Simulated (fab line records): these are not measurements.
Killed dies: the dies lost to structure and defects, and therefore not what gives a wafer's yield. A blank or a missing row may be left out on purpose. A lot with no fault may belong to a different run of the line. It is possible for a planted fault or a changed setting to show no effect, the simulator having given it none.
Chamber matching    flow n5_finfet    rie_diel-06 running N5_GATE_CUT_ETCH_36: 4 sister chambers
The step etches SiARC in CF4, target depth 13 nm, time 21.7 s. 4 wafers are shown with their chamber, then 6 later ones without.

== EACH WAFER AND ITS CHAMBER ==
wafer   chamber  showerhead_plenum_p_Torr (Torr)
L300.4  2        2.26
L303.6  3        2.21
L304.4  0        2.04
L304.5  1        2.09

== WAFERS WHOSE CHAMBER IS MISSING ==
wafer   showerhead_plenum_p_Torr (Torr)
L304.6  2.04
L312.3  2.04
L312.4  2.09
L316.2  2.09
L316.3  2.03
L316.6  2.09

== EACH ONE'S CHAMBER ==
wafer   from the rows above  in truth
L304.6  0                    0
L312.3  0                    0
L312.4  1                    1
L316.2  1                    1
L316.3  0                    0
L316.6  1                    1
Placed correctly: 6 of 6. Not placeable from these rows: 0. Wrongly placed: 0.
How it was worked out, from the rows above alone: a wafer's distance from a chamber is the root of the sum, over the readings, of the square of ((its reading less the chamber's mean) divided by the reading's scatter). If the next closest chamber is less than 2 further off than the closest, the wafer can't be placed; otherwise it belongs to the closest. Each chamber's mean is taken over the wafers shown for it. The scatter: with one shown wafer a chamber, the root of the mean of the squares of how far each hidden wafer lies from its nearest shown one.
